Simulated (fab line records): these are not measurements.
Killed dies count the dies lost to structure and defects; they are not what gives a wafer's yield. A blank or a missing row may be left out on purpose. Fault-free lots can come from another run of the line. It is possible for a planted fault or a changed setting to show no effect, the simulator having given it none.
Split-lot experiment :: flow n5-finfet :: on a route of 1938 steps: 7 lots, 21 wafers read

== THE SPLIT ==
At N5_BEOL_M0_SAQP_COAT_82 (time 60 s, resist thk 30 nm), the setting spin-rpm was moved away from the recipe's 1500 rpm on 6 of the 21 wafers read, by -10.9% to +8.1%. This setting was run at the recipe's value on the other wafers.

== FROM THE SPLIT TO THE READING: what the file shows between them, 4 steps ==
- N5_BEOL_M0_SAQP_COAT_08: resist thk 90 nm
- N5_BEOL_M0_SAQP_EBR_10
- N5_BEOL_M0_SAQP_DESCUM_19: chemistry O2, time 7.9 s
- N5_BEOL_M0_SAQP_ETCH_83: etches SiARC in CF4, target depth 39 nm, time 65 s

== THE READING ==
SiARC_of_BEOL_M0_SAQP_COAT_82.thk-nm (the simulator's own value, which no gauge read), in nm, at N5_BEOL_M0_SAQP_ETCH_84 (etches SOC in N2/H2, target depth 100 nm, overetch 20 nm, time 150 s). The file gives no usual value for it. Across the 15 wafers here that went through the recipe, the average is 24.3 nm and the standard deviation 0.19 nm.

wafer: L078.2
tool, chamber at the split: litho-track-05, 0
spin-rpm as run, rpm: 1500
against the recipe: recipe
SiARC_of_BEOL_M0_SAQP_COAT_82.thk-nm, nm: 24.8
against lot-mates on the recipe: -

wafer: L078.3
tool, chamber at the split: litho-track-05, 0
spin-rpm as run, rpm: 1500
against the recipe: recipe
SiARC_of_BEOL_M0_SAQP_COAT_82.thk-nm, nm: 24.2
against lot-mates on the recipe: -

wafer: L078.4
tool, chamber at the split: litho-track-05, 0
spin-rpm as run, rpm: 1500
against the recipe: recipe
SiARC_of_BEOL_M0_SAQP_COAT_82.thk-nm, nm: 24.4
against lot-mates on the recipe: -

wafer: L083.4
tool, chamber at the split: litho-track-05, 0
spin-rpm as run, rpm: 1500
against the recipe: recipe
SiARC_of_BEOL_M0_SAQP_COAT_82.thk-nm, nm: 24.2
against lot-mates on the recipe: -

wafer: L083.5
tool, chamber at the split: litho-track-05, 0
spin-rpm as run, rpm: 1500
against the recipe: recipe
SiARC_of_BEOL_M0_SAQP_COAT_82.thk-nm, nm: 24.2
against lot-mates on the recipe: -

wafer: L083.6
tool, chamber at the split: litho-track-05, 0
spin-rpm as run, rpm: 1500
against the recipe: recipe
SiARC_of_BEOL_M0_SAQP_COAT_82.thk-nm, nm: 24.4
against lot-mates on the recipe: -

wafer: L085.2
tool, chamber at the split: litho-track-05, 0
spin-rpm as run, rpm: 1414
against the recipe: -5.7%
SiARC_of_BEOL_M0_SAQP_COAT_82.thk-nm, nm: 25.2
against lot-mates on the recipe: +1.0

wafer: L085.3
tool, chamber at the split: litho-track-05, 0
spin-rpm as run, rpm: 1500
against the recipe: recipe
SiARC_of_BEOL_M0_SAQP_COAT_82.thk-nm, nm: 24.2
against lot-mates on the recipe: -

wafer: L085.5
tool, chamber at the split: litho-track-05, 0
spin-rpm as run, rpm: 1500
against the recipe: recipe
SiARC_of_BEOL_M0_SAQP_COAT_82.thk-nm, nm: 24.2
against lot-mates on the recipe: -

wafer: L088.1
tool, chamber at the split: litho-track-05, 0
spin-rpm as run, rpm: 1438
against the recipe: -4.1%
SiARC_of_BEOL_M0_SAQP_COAT_82.thk-nm, nm: 25.2
against lot-mates on the recipe: +0.8

wafer: L088.2
tool, chamber at the split: litho-track-05, 0
spin-rpm as run, rpm: 1500
against the recipe: recipe
SiARC_of_BEOL_M0_SAQP_COAT_82.thk-nm, nm: 24.4
against lot-mates on the recipe: -

wafer: L088.3
tool, chamber at the split: litho-track-05, 0
spin-rpm as run, rpm: 1438
against the recipe: -4.1%
SiARC_of_BEOL_M0_SAQP_COAT_82.thk-nm, nm: 25
against lot-mates on the recipe: +0.6

wafer: L089.4
tool, chamber at the split: litho-track-05, 0
spin-rpm as run, rpm: 1622
against the recipe: +8.1%
SiARC_of_BEOL_M0_SAQP_COAT_82.thk-nm, nm: 23.4
against lot-mates on the recipe: -1.2

wafer: L089.5
tool, chamber at the split: litho-track-05, 0
spin-rpm as run, rpm: 1500
against the recipe: recipe
SiARC_of_BEOL_M0_SAQP_COAT_82.thk-nm, nm: 24.6
against lot-mates on the recipe: -

wafer: L089.6
tool, chamber at the split: litho-track-05, 0
spin-rpm as run, rpm: 1622
against the recipe: +8.1%
SiARC_of_BEOL_M0_SAQP_COAT_82.thk-nm, nm: 23.2
against lot-mates on the recipe: -1.4

wafer: L092.2
tool, chamber at the split: litho-track-05, 0
spin-rpm as run, rpm: 1500
against the recipe: recipe
SiARC_of_BEOL_M0_SAQP_COAT_82.thk-nm, nm: 24.2
against lot-mates on the recipe: -

wafer: L092.3
tool, chamber at the split: litho-track-05, 0
spin-rpm as run, rpm: 1500
against the recipe: recipe
SiARC_of_BEOL_M0_SAQP_COAT_82.thk-nm, nm: 24.2
against lot-mates on the recipe: -

wafer: L092.6
tool, chamber at the split: litho-track-05, 0
spin-rpm as run, rpm: 1500
against the recipe: recipe
SiARC_of_BEOL_M0_SAQP_COAT_82.thk-nm, nm: 24.2
against lot-mates on the recipe: -

wafer: L095.2
tool, chamber at the split: litho-track-02, 0
spin-rpm as run, rpm: 1337
against the recipe: -10.9%
SiARC_of_BEOL_M0_SAQP_COAT_82.thk-nm, nm: 26
against lot-mates on the recipe: +1.9

wafer: L095.3
tool, chamber at the split: litho-track-02, 0
spin-rpm as run, rpm: 1500
against the recipe: recipe
SiARC_of_BEOL_M0_SAQP_COAT_82.thk-nm, nm: 24.2
against lot-mates on the recipe: -

wafer: L095.5
tool, chamber at the split: litho-track-02, 0
spin-rpm as run, rpm: 1500
against the recipe: recipe
SiARC_of_BEOL_M0_SAQP_COAT_82.thk-nm, nm: 24
against lot-mates on the recipe: -

FIT RESULTS
A straight line over all 21 wafers: SiARC_of_BEOL_M0_SAQP_COAT_82.thk-nm changes by -0.145 nm for each +1% of spin-rpm; r = -0.95; the points scatter about the line by 0.19 nm.
The same after taking each lot's own level away (the mean of its wafers on the recipe; 21 wafers): -0.168 nm for each +1%; r = -0.98; scatter 0.12 nm.
Per that fit: largest spin-rpm move, reading shift of 1.8 nm.
The span of the lots' own levels, 24.10 to 24.60 nm, comes to 2.6 times the standard deviation stated above.
In other words, the slope is changed by the lot-to-lot level; the two fits disagree.
Check: +1.79 nm against its lot-mates is what the line predicts for one of the wafers moved furthest among these (-10.9%) when that wafer is left out of the fit. Against them it came out at +1.9 nm.

== ADDITIONAL SPLITS CARRIED BY THESE WAFERS ==
These wafers also went through other splits before the reading. Each is held against what the fit with the lots' levels taken away leaves over:
other split on the same wafers: N5_SDB_COAT_03 spin-rpm
wafers away from the commonest value: 7
r with SiARC_of_BEOL_M0_SAQP_COAT_82.thk-nm (lot level and that fit taken away): +0.34

other split on the same wafers: N5_SDB_COAT_04 time-s
wafers away from the commonest value: 8
r with SiARC_of_BEOL_M0_SAQP_COAT_82.thk-nm (lot level and that fit taken away): -0.01

other split on the same wafers: N5_HKMG_FIN_COAT_66 spin-rpm
wafers away from the commonest value: 5
r with SiARC_of_BEOL_M0_SAQP_COAT_82.thk-nm (lot level and that fit taken away): -0.09

other split on the same wafers: N5_GATE_CUT_ETCH_37 bias-w
wafers away from the commonest value: 8
r with SiARC_of_BEOL_M0_SAQP_COAT_82.thk-nm (lot level and that fit taken away): +0.16

other split on the same wafers: N5_MOL_CONTACT_COAG_PECVD_31 temp-c
wafers away from the commonest value: 5
r with SiARC_of_BEOL_M0_SAQP_COAT_82.thk-nm (lot level and that fit taken away): -0.16

other split on the same wafers: N5_MOL_CONTACT_COAG_VIA_ETCH_46 bias-w
wafers away from the commonest value: 8
r with SiARC_of_BEOL_M0_SAQP_COAT_82.thk-nm (lot level and that fit taken away): -0.11

other split on the same wafers: N5_BEOL_M0_SAQP_PECVD_04 time-s
wafers away from the commonest value: 9
r with SiARC_of_BEOL_M0_SAQP_COAT_82.thk-nm (lot level and that fit taken away): +0.14

== THE WHOLE CHAIN: every reading that the file lists as answering this split, in the file's order ==
step: N5_BEOL_M0_SAQP_COAT_82
what it does: time 60 s, resist thk 30 nm
reading: SiARC_of_BEOL_M0_SAQP_COAT_82.thk-nm (the simulator's own value, which no gauge read)
change (the file's fit): -0.147 nm for each +1% of the setting
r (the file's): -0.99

step: N5_BEOL_M0_SAQP_ETCH_83
what it does: etches SiARC in CF4, target depth 39 nm, time 65 s
reading: etch.depth-nm (the simulator's own value, which no gauge read)
change (the file's fit): -0.159 nm for each +1% of the setting
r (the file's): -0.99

step: N5_BEOL_M0_SAQP_ETCH_83
what it does: etches SiARC in CF4, target depth 39 nm, time 65 s
reading: CAR-ArF_of_BEOL_M0_SAQP_COAT_08.thk-nm (the simulator's own value, which no gauge read)
change (the file's fit): +0.136 nm for each +1% of the setting
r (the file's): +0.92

step: N5_BEOL_M0_SAQP_ETCH_84
what it does: etches SOC in N2/H2, target depth 100 nm, overetch 20 nm, time 150 s
reading: SiARC_of_BEOL_M0_SAQP_COAT_82.thk-nm (the simulator's own value, which no gauge read)
change (the file's fit): -0.17 nm for each +1% of the setting
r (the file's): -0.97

== FILE'S OWN FIT ==
SiARC_of_BEOL_M0_SAQP_COAT_82.thk-nm changes by -0.17 nm for each +1% of spin-rpm, r = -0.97.
